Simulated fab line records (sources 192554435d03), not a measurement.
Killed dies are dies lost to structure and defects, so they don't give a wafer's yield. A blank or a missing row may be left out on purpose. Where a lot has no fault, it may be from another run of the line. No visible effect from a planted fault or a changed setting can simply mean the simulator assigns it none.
3 desks, one fault | flow n5 finfet | what lay behind the numbers comes last; until then each desk has only its own

== THE DEFECT DESK ==
Counts from the inspections along the route, per lot, as means over the sampled wafers that have a number. The brackets show how far a lot's mean lies from the usual mean; more than 4 standard deviations puts the lot out of limits, marked OUT.
Columns: A = raw defect count at N5_BEOL_M10_INSPECT_30, usual 423
lot  | first seen here | A
L778 | day 12 03:40    | 399
L785 | day 13 06:34    | 526
L783 | day 13 07:04    | 446
L789 | day 14 11:35    | 314
L795 | day 16 23:29    | 397
This desk's verdict: no lot among the 5 shows anything out of limits.

== AT THE METROLOGY DESK ==
Means of the sampled wafers that have a number, per lot and without regard to the tool the lot ran on: this is what the gauges read. The brackets show how far a lot's mean lies from the usual mean; more than 4 standard deviations puts the lot out of limits, marked OUT.
Columns: A = cd nm at N5_BEOL_M10_CD_MEAS_28, usual 69.4 nm; B = V9_OVL at N5_BEOL_M10_OVL_MEAS_29, usual -0.1 nm
lot  | first seen here | A    | B
L778 | day 12 03:37    | 71.3 | 0.4
L785 | day 13 06:30    | 68.9 | -0.2
L783 | day 13 07:01    | 70.7 | 1.2
L789 | day 14 11:32    | 68.6 | -0.4
L795 | day 16 23:26    | 67.2 | -0.0
This desk's verdict: no lot among the 5 shows anything out of limits.

== THE TOOL OWNER'S DESK: rie diel-02 ==
The tool's own readings at N5_BEOL_M10_ETCH_41 (etches SiCN in CH3F/O2, target depth 42.6 nm, time 86 s): means of the sampled wafers that have a number, for each lot that ran on this tool. The brackets show how far a lot's mean lies from the usual mean; more than 4 standard deviations puts the lot out of limits, marked OUT.
Columns: A = drypump motor current A at N5_BEOL_M10_ETCH_41, usual 5.5 A; B = oes product au at N5_BEOL_M10_ETCH_41, usual 0.78 a.u.; C = rf vpp V at N5_BEOL_M10_ETCH_41, usual 297.6 V; D = showerhead plenum p Torr at N5_BEOL_M10_ETCH_41, usual 2.01 Torr; E = throttle valve pct at N5_BEOL_M10_ETCH_41, usual 16.33 %
lot  | first seen here | A   | B    | C     | D    | E
L785 | day 13 06:57    | 5.7 | 0.74 | 295.9 | 1.95 | 16.40
L783 | day 13 07:27    | 5.6 | 0.73 | 296.8 | 2.00 | 16.36
L795 | day 16 23:53    | 5.3 | 0.73 | 296.9 | 2.03 | 16.42
This desk's verdict: no lot among the 3 shows anything out of limits.

== BROUGHT TOGETHER ==
No out-of-limits result turned up at the defect desk.
Metrology desk: nothing out of limits seen.
The tool owner's desk saw nothing out of limits.

== WHAT THE SIMULATOR HAD PUT IN ==
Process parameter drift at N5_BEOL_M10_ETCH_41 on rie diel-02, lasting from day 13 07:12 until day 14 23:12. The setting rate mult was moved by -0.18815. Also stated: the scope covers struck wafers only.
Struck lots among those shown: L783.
